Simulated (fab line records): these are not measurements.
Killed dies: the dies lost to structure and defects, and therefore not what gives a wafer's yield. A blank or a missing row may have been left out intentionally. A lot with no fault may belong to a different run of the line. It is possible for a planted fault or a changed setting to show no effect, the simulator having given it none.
fab line records    flow nandHarc
record: lots: 6  wafers: 18  lastDay: 24
route steps=1159 shown A_M0@996 END@1159
lots that met no fault: from a run of the same line without faults
startH: hours from the record's first day to the start of the lot's first wafer shown    waitH: hours since the lot's step before    " identical to the entry in the row above    L1.1+2: a row that stands for several wafers    - no value, or no start was given    * or withheld: withheld    < > ~ a bound
route shown NAME@n: a module of which the file shows steps, and the number in the route of the first    usual: mean/standard deviation taken from wafers without a fault    same: alike in all rows    chamber/n: place in a boat    sites: the reading at each site    _std_site: their standard deviation    _edge_site: outer sites' mean less inner sites'    radiusMm: for every site, how far away it sits from the centre of the wafer    mask NAME#n: copy n    behind: the tool/chamber that last shaped the wafer    hold: the reason the lot was held/the length of the hold in hours/how it ended    device: which transistor (n, p or np) failed to switch    end of line: the tests these same wafers got at the end of their route    where a step has no rows: the recipe by itself    killed: count of dies lost to structure and defects at first sort (not the wafer's yield)    map: dies across one wafer; x = killed, . = not, _ = none there
set.NAME: the setting the step ran with; set.NAME@STEP: the setting that earlier step ran with    model.NAME: the simulator's own value behind a step, which no gauge read
lots at selected steps of the route; one table per step, one row per wafer
services: from which hour (startH, from the record's first day; less than 0 if before it) a tool's chamber was out of use, for how many hours, and why
== steps ==
step: NHARC_A_M0_HMDS_02
recipe: timeS: 30
step: NHARC_A_M0_COAT_33
recipe: tempC: 200  timeS: 65
step: NHARC_A_M0_COAT_03
recipe: spinRpm: 1500  resistThkNm: 90
step: NHARC_A_M0_SOFTBAKE_04
recipe: tempC: 105  timeS: 55
step: NHARC_A_M0_EBR_05
step: NHARC_A_M0_EXPOSE_06
recipe: na: 1.35  targetCdNm: 80  doseMj: 83.25  maskId: A_M0
step: NHARC_A_M0_PEB_07
recipe: pebTempC: 100  pebTimeS: 65
step: NHARC_A_M0_DEVELOP_08
recipe: developTimeS: 35  devTempC: 23
step: NHARC_A_M0_CD_MEAS_09
recipe: targetCdNm: 80  landingEnergyEv: 500
usual: cdNm: 79.4/0.77
lot.wafer  tool      chamber  startH  waitH  cdNm
L772.2     cdSem-01  0        406.47  -      79.4
L772.4     "         0        "       "      79.7
L772.6     "         0        "       "      80.5
L777.3     cdSem-03  0        448.38  -      79.7
L777.4     "         0        "       "      80.0
L777.5     "         0        "       "      79.0
L778.1     cdSem-02  0        458.50  -      78.4
L778.2     "         0        "       "      78.8
L778.6     "         0        "       "      79.1
L779.2     cdSem-02  0        462.43  -      77.5
L779.3     "         0        "       "      79.4
L779.4     "         0        "       "      79.0
L781.1     cdSem-02  0        482.86  -      78.4
L781.2     "         0        "       "      79.2
L781.5     "         0        "       "      80.0
L789.2     cdSem-01  0        526.04  -      77.5
L789.4     "         0        "       "      78.1
L789.6     "         0        "       "      79.0
step: NHARC_A_M0_OVL_MEAS_10
recipe: pitchNm: 160
usual: overlayXNm: 0.0/0.9  overlayYNm: 0.2/1
lot.wafer  tool        chamber  startH  waitH  overlayXNm  overlayYNm
L772.2     overlay-01  -        406.56  -      -1.0        1.5
L772.4     "           -        "       "      -0.8        1.8
L772.6     "           -        "       "      -0.2        1.7
L777.3     overlay-02  -        448.48  -      0.4         1.5
L777.4     "           -        "       "      0.5         1.9
L777.5     "           -        "       "      0.6         1.9
L778.1     overlay-01  -        458.58  -      -0.5        1.2
L778.2     "           -        "       "      -0.1        1.1
L778.6     "           -        "       "      -0.6        1.4
L779.2     overlay-01  -        462.52  -      -1.3        -0.2
L779.3     "           -        "       "      -0.8        0.2
L779.4     "           -        "       "      -0.6        -0.6
L781.1     overlay-02  -        482.95  -      -1.5        -0.2
L781.2     "           -        "       "      -1.9        -0.3
L781.5     "           -        "       "      -1.1        0.0
L789.2     overlay-02  -        526.12  -      0.1         0.6
L789.4     "           -        "       "      -0.6        0.9
L789.6     "           -        "       "      -0.3        0.5
step: NHARC_A_M0_INSPECT_11
usual: rawDefectCount: 35/17
lot.wafer  tool              chamber  startH  waitH  rawDefectCount
L772.2     defectInspect-02  -        406.59  0.0    22
L772.4     "                 -        "       "      22
L772.6     "                 -        "       "      22
L777.3     defectInspect-01  -        448.52  0.0    38
L777.4     "                 -        "       "      30
L777.5     "                 -        "       "      30
L778.1     defectInspect-01  -        458.62  0.0    15
L778.2     "                 -        "       "      15
L778.6     "                 -        "       "      10
L779.2     defectInspect-01  -        462.55  0.0    63
L779.3     "                 -        "       "      39
L779.4     "                 -        "       "      47
L781.1     defectInspect-01  -        482.98  0.0    57
L781.2     "                 -        "       "      58
L781.5     "                 -        "       "      57
L789.2     defectInspect-01  -        526.16  0.0    76
L789.4     "                 -        "       "      59
L789.6     "                 -        "       "      67
step: NHARC_A_M0_DESCUM_14
recipe: timeS: 3  o2FlowSccm: 200  arFlowSccm: 0  biasPowerW: 0  chemistry: O2
usual: drypumpMotorCurrentA: 5.8/0.46  oesProductAu: 0.997/0.012  rfVppV: 57.9/0.96  showerheadPlenumPTorr: 1.94/0.11  throttleValvePct: 11.311/0.0094
same: timeS: 3
lot.wafer  tool        chamber  startH  waitH  drypumpMotorCurrentA  oesProductAu  rfHoursCounterH  rfVppV  showerheadPlenumPTorr  throttleValvePct
L772.2     rieDiel-12  2        406.66  0.1    5.4                   1.007         2                58.4    2.06                   11.305
L772.4     "           3        "       "      6.0                   0.984         2                57.7    1.78                   11.302
L772.6     "           2        "       "      5.4                   0.996         -                59.8    2.06                   11.292
L777.4     rieDiel-06  3        448.58  0.1    6.5                   0.997         3                58.4    2.04                   11.319
L777.3     "           0        "       "      5.3                   1.015         3                58.1    1.99                   11.327
L777.5     "           2        "       "      6.0                   1.005         -                56.6    2.05                   11.305
L778.1     rieDiel-12  3        458.69  0.1    5.9                   0.995         5                58.2    1.78                   11.311
L778.2     "           1        "       "      6.1                   1.013         5                58.6    1.98                   11.304
L778.6     "           3        "       "      5.9                   0.996         -                55.8    1.78                   11.319
L779.4     rieDiel-06  0        462.61  0.1    5.3                   1.013         4                57.9    1.99                   11.295
L779.3     "           2        "       "      5.9                   1.009         3                59.2    2.05                   11.316
L779.2     "           3        "       "      6.5                   1.001         4                57.4    2.04                   11.298
L781.1     rieDiel-06  2        483.06  0.1    5.9                   1.019         3                60.0    2.05                   11.319
L781.2     "           3        "       "      6.5                   1.004         4                59.0    2.04                   11.317
L781.5     "           1        "       "      5.9                   1.000         -                57.1    1.78                   11.313
L789.2     rieDiel-10  3        526.23  0.1    6.1                   0.988         13               56.9    1.89                   11.329
L789.4     "           1        "       "      5.5                   0.991         -                58.2    1.95                   11.299
L789.6     "           0        "       "      5.2                   1.021         -                57.5    1.78                   11.308
step: NHARC_A_M0_ETCH_34
recipe: targetDepthA: 400  overetchA: 120  timeS: 43.94  ionEnergyEv: 200  n2FlowSccm: 150  h2FlowSccm: 150  arFlowSccm: 0  rfW: 400  biasW: 150  chemistry: N2/H2
usual: drypumpMotorCurrentA: 5.8/0.44  oesProductAu: 0.996/0.011  rfVppV: 431/3.6  showerheadPlenumPTorr: 2.07/0.13  throttleValvePct: 14.171/0.0091
same: timeS: 43.94
lot.wafer  tool        chamber  startH  waitH  drypumpMotorCurrentA  oesProductAu  rfHoursCounterH  rfVppV  showerheadPlenumPTorr  throttleValvePct
L772.2     rieDiel-12  1        406.75  0.1    6.1                   1.001         1                432     2.12                   14.158
L772.4     "           2        "       "      5.4                   1.001         2                435     2.20                   14.179
L772.6     "           0        "       "      6.4                   0.999         -                434     2.20                   14.162
L777.3     rieDiel-06  3        448.67  0.1    6.5                   0.998         3                434     2.18                   14.177
L777.4     "           0        "       "      5.3                   1.006         3                435     2.12                   14.169
L777.5     "           1        "       "      5.9                   1.008         -                425     1.89                   14.182
L778.2     rieDiel-12  1        458.78  0.1    6.2                   1.017         5                432     2.12                   14.174
L778.1     "           2        "       "      5.4                   0.997         5                434     2.20                   14.159
L778.6     "           3        "       "      6.0                   0.996         -                425     1.90                   14.169
L779.2     rieDiel-06  1        462.70  0.1    5.9                   0.864         2                425     1.89                   14.172
L779.4     "           2        "       "      5.9                   0.874         3                434     2.19                   14.182
L779.3     "           3        "       "      6.5                   0.853         4                434     2.18                   14.168
L781.2     rieDiel-06  2        483.14  0.1    5.9                   0.879         3                435     2.19                   14.166
L781.1     "           3        "       "      6.5                   0.997         4                434     2.18                   14.180
L781.5     "           0        "       "      5.3                   0.991         -                433     2.12                   14.164
L789.2     rieDiel-10  1        526.32  0.1    5.4                   0.994         14               431     2.08                   14.177
L789.4     "           3        "       "      6.0                   0.996         -                430     2.02                   14.163
L789.6     "           0        "       "      5.3                   1.014         -                427     1.90                   14.188
step: NHARC_A_M0_ETCH_15
recipe: targetDepthA: 1500  overetchA: 150  timeS: 82.5  c4f8FlowSccm: withheld  arFlowSccm: 400  rfW: 600  biasW: 300  chemistry: C4F8/Ar
usual: oesProductAu: 0.956/0.02  rfVppV: 442/3.5
same: timeS: 82.5
lot.wafer  tool        chamber  startH  waitH  oesProductAu  rfHoursCounterH  rfVppV
L772.4     rieDiel-12  3        -       -      0.952         2                437
L772.2     "           2        "       "      0.964         2                445
L772.6     "           0        "       "      0.982         -                446
L777.3     rieDiel-06  1        -       -      0.967         1                437
L777.4     "           2        "       "      0.973         2                446
L777.5     "           1        "       "      0.979         -                437
L778.1     rieDiel-12  0        -       -      0.963         5                446
L778.2     "           2        "       "      0.964         5                444
L778.6     "           0        "       "      0.973         -                445
L779.3     rieDiel-06  2        -       -      0.977         3                446
L779.2     "           3        "       "      0.978         4                444
L779.4     "           0        "       "      0.973         4                443
L781.1     rieDiel-06  1        -       -      0.933         2                436
L781.2     "           3        "       "      0.961         4                444
L781.5     "           1        "       "      0.941         -                436
L789.2     rieDiel-10  0        -       -      0.938         13               437
L789.4     "           0        "       "      0.943         -                437
L789.6     "           1        "       "      0.930         -                443
step: NHARC_END_SORT_01
recipe: tempC: 25
usual: defectLimitedYield: 95.4/1.8  killedAtArray: 28/11  killedAtOther: 0.7/0.88  killedAtPeriphery: 3.1/2.2  killedDies: 31/12  killedOpen: 3.3/2  killedShort: 2.0/1.6  sort_bin_2_pct: 1.5/0.73  sort_bin_3_pct: 0.27/0.22  sort_bin_4_pct: 2.9/1.1  sortNPass: 646/12  sortRimYieldPct: 93/3.9  sortYieldPct: 95.4/1.8
same: grossDies: 677  sort_bin_5_pct[%]: 0  sort_bin_6_pct[%]: 0  sort_bin_7_pct[%]: 0  sort_bin_8_pct[%]: 0  sortRimNGross: 106.00
lot.wafer  tool       chamber  startH  waitH  defectLimitedYield[%]  killedAtArray  killedAtOther  killedAtPeriphery  killedDies  killedOpen  killedShort  sort_bin_2_pct[%]  sort_bin_3_pct[%]  sort_bin_4_pct[%]  sortNPass  sortRimYieldPct[%]  sortYieldPct[%]
L778.1     prober-02  0        498.65  2.5    97.0                   16             0              4                  20          5           4            1.0                0.30               1.6                657        95                  97.0
L778.2     prober-02  0        499.45  2.8    97.3                   15             2              1                  18          2           4            0.6                0                  2.1                659        99                  97.3
L778.6     prober-02  0        502.65  4.0    97.9                   11             1              2                  14          5           2            0.9                0.15               1.0                663        96                  97.9
L781.1     prober-02  0        524.48  2.5    93.5                   42             0              2                  44          5           1            2.5                0.30               3.7                633        89                  93.5
L781.2     prober-02  0        525.28  2.8    93.6                   37             1              5                  43          2           3            1.9                0.15               4.3                634        91                  93.6
L781.5     prober-02  0        527.68  3.7    94.5                   35             0              2                  37          1           1            1.8                0.30               3.4                640        92                  94.5
killed by level:class
L778.1 A_STAIRCASE:chamberFilmFlake=4 P_CONTACT:geometricParticle:open=2 P_M1:geometricParticle:open=2 A_CHANNEL_FILL_D1:geometricParticle:short=2 A_CHANNEL_HOLE_D1:chamberFilmFlake=2 A_CONTACT:chamberFilmFlake=2 A_ONON_D1:geometricParticle:short=1 A_CHANNEL_FILL_D1:geometricParticle:open=1
L778.2 A_CHANNEL_HOLE_D1:chamberFilmFlake=4 A_STAIRCASE:chamberFilmFlake=4 A_ZERO_WELL:chamberFilmFlake=2 P_CONTACT:geometricParticle:short=1 A_ONON_D1:geometricParticle:short=1 A_ONON_D1:geometricParticle:open=1 A_WL_FILL:geometricParticle:short=1 A_M1:geometricParticle:open=1
L778.6 A_CONTACT:geometricParticle:open=2 A_CHANNEL_HOLE_D1:chamberFilmFlake=2 P_M0:geometricParticle:open=1 A_ONON_D1:geometricParticle:open=1 A_ONON_D1:geometricParticle:short=1 A_WL_FILL:geometricParticle:short=1 P_STI:chamberFilmFlake=1 STARTING-WAFER:geometricParticle:open=1
L781.1 A_CHANNEL_HOLE_D1:chamberFilmFlake=15 A_SLIT:chamberFilmFlake=11 A_STAIRCASE:chamberFilmFlake=4 A_WL_FILL:geometricParticle:open=2 A_CONTACT:geometricParticle:open=2 A_WL_FILL:chamberFilmFlake=2 A_CONTACT:chamberFilmFlake=2 P_M0:geometricParticle:open=1
L781.2 A_CHANNEL_HOLE_D1:chamberFilmFlake=12 A_STAIRCASE:chamberFilmFlake=9 A_SLIT:chamberFilmFlake=7 A_ONON_D1:geometricParticle:short=2 P_ZERO_WELL:chamberFilmFlake=2 P_GATE:chamberFilmFlake=2 A_SGD_CUT:chamberFilmFlake=2 P_M1:geometricParticle:open=1
L781.5 A_CHANNEL_HOLE_D1:chamberFilmFlake=16 A_SLIT:chamberFilmFlake=8 A_STAIRCASE:chamberFilmFlake=5 A_CONTACT:chamberFilmFlake=2 A_CHANNEL_FILL_D1:geometricParticle:short=1 A_BLC:geometricParticle:open=1 P_ZERO_WELL:chamberFilmFlake=1 P_GATE:chamberFilmFlake=1
== services ==
tool        chamber  startH  hours  kind
rieDiel-06  3        388.27  8.5    repair
rieDiel-06  0        397.34  -      clean
rieDiel-06  1        397.34  -      clean
rieDiel-06  2        397.34  -      clean
rieDiel-06  3        397.34  -      clean
rieDiel-06  -        418.27  9.0    pm
rieDiel-06  0        418.27  9.0    ventCycle
rieDiel-06  1        418.27  16.2   ventCycle
rieDiel-06  2        418.27  9.0    ventCycle
rieDiel-06  3        418.27  9.0    ventCycle
rieDiel-12  -        424.68  1.2    repair
rieDiel-06  0        427.27  -      clean
rieDiel-06  2        427.27  -      clean
rieDiel-06  3        427.27  -      clean
rieDiel-06  2        436.20  4.8    repair
rieDiel-06  0        451.77  -      clean
rieDiel-06  1        451.77  -      clean
rieDiel-06  2        451.77  -      clean
rieDiel-06  3        451.77  -      clean
rieDiel-06  3        464.75  4.4    repair
rieDiel-06  0        476.27  -      clean
rieDiel-06  1        476.27  -      clean
rieDiel-12  -        487.60  0.5    repair
rieDiel-10  2        494.09  71.9   repair
== key ==
firstSign: step: NHARC_A_M0_ETCH_34  reading: oesProductAu  direction: down  sigmas: 12  usual: 0.996  struck: 0.868
effect none on later readings
metAt NHARC_A_M0_ETCH_34
struckWafers L779.2,L779.3,L779.4,L781.2
onsetBetween 448.67 462.70
fault: kind: processParameterDrift  tool: rieDiel-06  chamber: -  onsetH: 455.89  steps: NHARC_A_M0_ETCH_34  channel: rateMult  offset: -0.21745  shape: step  endH: 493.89  scope: struckWafersOnly
